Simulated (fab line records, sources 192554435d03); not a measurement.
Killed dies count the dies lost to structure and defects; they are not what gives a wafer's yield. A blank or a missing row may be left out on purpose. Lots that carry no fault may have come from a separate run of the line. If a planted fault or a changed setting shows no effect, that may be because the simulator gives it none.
Chamber matching || flow n5_finfet || rie_diel-03 running N5_BEOL_M11_STRIP_19: 4 sister chambers
The step strips in O2. 16 wafers are shown with their chamber, then 8 later ones without.

## WAFERS, EACH WITH ITS CHAMBER
{"wafer": "L079.2", "chamber": 1, "showerhead_plenum_p_Torr (Torr)": 2.17, "throttle_valve_pct (%)": 17.11, "oes_product_au (a.u.)": 0.73}
{"wafer": "L079.4", "chamber": 2, "showerhead_plenum_p_Torr (Torr)": 2.05, "throttle_valve_pct (%)": 16.47, "oes_product_au (a.u.)": 0.89}
{"wafer": "L079.6", "chamber": 2, "showerhead_plenum_p_Torr (Torr)": 2.05, "throttle_valve_pct (%)": 16.44, "oes_product_au (a.u.)": 0.88}
{"wafer": "L078.4", "chamber": 2, "showerhead_plenum_p_Torr (Torr)": 2.05, "throttle_valve_pct (%)": 16.46, "oes_product_au (a.u.)": 0.88}
{"wafer": "L078.5", "chamber": 1, "showerhead_plenum_p_Torr (Torr)": 2.17, "throttle_valve_pct (%)": 17.11, "oes_product_au (a.u.)": 0.72}
{"wafer": "L078.6", "chamber": 0, "showerhead_plenum_p_Torr (Torr)": 2.03, "throttle_valve_pct (%)": 16.13, "oes_product_au (a.u.)": 0.84}
{"wafer": "L081.3", "chamber": 2, "showerhead_plenum_p_Torr (Torr)": 2.05, "throttle_valve_pct (%)": 16.47, "oes_product_au (a.u.)": 0.88}
{"wafer": "L081.5", "chamber": 2, "showerhead_plenum_p_Torr (Torr)": 2.05, "throttle_valve_pct (%)": 16.46, "oes_product_au (a.u.)": 0.88}
{"wafer": "L081.6", "chamber": 3, "showerhead_plenum_p_Torr (Torr)": 2.18, "throttle_valve_pct (%)": 16.67, "oes_product_au (a.u.)": 0.72}
{"wafer": "L083.2", "chamber": 3, "showerhead_plenum_p_Torr (Torr)": 2.17, "throttle_valve_pct (%)": 16.69, "oes_product_au (a.u.)": 0.72}
{"wafer": "L083.5", "chamber": 1, "showerhead_plenum_p_Torr (Torr)": 2.17, "throttle_valve_pct (%)": 17.11, "oes_product_au (a.u.)": 0.71}
{"wafer": "L083.6", "chamber": 0, "showerhead_plenum_p_Torr (Torr)": 2.03, "throttle_valve_pct (%)": 16.15, "oes_product_au (a.u.)": 0.84}
{"wafer": "L084.1", "chamber": 0, "showerhead_plenum_p_Torr (Torr)": 2.03, "throttle_valve_pct (%)": 16.18, "oes_product_au (a.u.)": 0.84}
{"wafer": "L084.3", "chamber": 3, "showerhead_plenum_p_Torr (Torr)": 2.17, "throttle_valve_pct (%)": 16.69, "oes_product_au (a.u.)": 0.73}
{"wafer": "L084.6", "chamber": 1, "showerhead_plenum_p_Torr (Torr)": 2.17, "throttle_valve_pct (%)": 17.11, "oes_product_au (a.u.)": 0.72}
{"wafer": "L086.3", "chamber": 3, "showerhead_plenum_p_Torr (Torr)": 2.17, "throttle_valve_pct (%)": 16.71, "oes_product_au (a.u.)": 0.74}

SIGNATURES (means of the wafers above)
{"reading": "showerhead_plenum_p_Torr", "chamber 0": 2.0300, "chamber 1": 2.1700, "chamber 2": 2.0500, "chamber 3": 2.1725, "scatter within a chamber": 0.0025}
{"reading": "throttle_valve_pct", "chamber 0": 16.1533, "chamber 1": 17.1100, "chamber 2": 16.4600, "chamber 3": 16.6900, "scatter within a chamber": 0.0149}
{"reading": "oes_product_au", "chamber 0": 0.8400, "chamber 1": 0.7200, "chamber 2": 0.8820, "chamber 3": 0.7275, "scatter within a chamber": 0.0068}
Rule: for a wafer and a chamber, the distance is found by dividing, reading by reading, the gap between the wafer's reading and the chamber's mean by the reading's scatter, squaring, summing and taking the root. If the next closest chamber is less than 2 further off than the closest, the wafer can't be placed; otherwise it belongs to the closest. The scatter: the root of (the sum of the squares of (reading less its chamber's mean) over the shown wafers, divided by (wafers less chambers)).

## WAFERS WITHOUT THEIR CHAMBER
{"wafer": "L086.4", "showerhead_plenum_p_Torr (Torr)": 2.05, "throttle_valve_pct (%)": 16.48, "oes_product_au (a.u.)": 0.85}
{"wafer": "L086.5", "showerhead_plenum_p_Torr (Torr)": 2.17, "throttle_valve_pct (%)": 17.13, "oes_product_au (a.u.)": 0.71}
{"wafer": "L088.2", "showerhead_plenum_p_Torr (Torr)": 2.16, "throttle_valve_pct (%)": 17.14, "oes_product_au (a.u.)": 0.70}
{"wafer": "L088.4", "showerhead_plenum_p_Torr (Torr)": 2.03, "throttle_valve_pct (%)": 16.16, "oes_product_au (a.u.)": 0.83}
{"wafer": "L088.6", "showerhead_plenum_p_Torr (Torr)": 2.16, "throttle_valve_pct (%)": 17.12, "oes_product_au (a.u.)": 0.70}
{"wafer": "L093.1", "showerhead_plenum_p_Torr (Torr)": 2.16, "throttle_valve_pct (%)": 17.16, "oes_product_au (a.u.)": 0.71}
{"wafer": "L093.3", "showerhead_plenum_p_Torr (Torr)": 2.02, "throttle_valve_pct (%)": 16.19, "oes_product_au (a.u.)": 0.83}
{"wafer": "L093.4", "showerhead_plenum_p_Torr (Torr)": 2.17, "throttle_valve_pct (%)": 16.73, "oes_product_au (a.u.)": 0.72}

## WHICH CHAMBER EACH WENT THROUGH
{"wafer": "L086.4", "from the rows above": 2, "in truth": 2}
{"wafer": "L086.5", "from the rows above": 1, "in truth": 1}
{"wafer": "L088.2", "from the rows above": 1, "in truth": 1}
{"wafer": "L088.4", "from the rows above": 0, "in truth": 0}
{"wafer": "L088.6", "from the rows above": 1, "in truth": 1}
{"wafer": "L093.1", "from the rows above": 1, "in truth": 1}
{"wafer": "L093.3", "from the rows above": 0, "in truth": 0}
{"wafer": "L093.4", "from the rows above": 3, "in truth": 3}
8 of 8 placed correctly. Not placeable from these rows: 0. Number placed wrongly: 0.
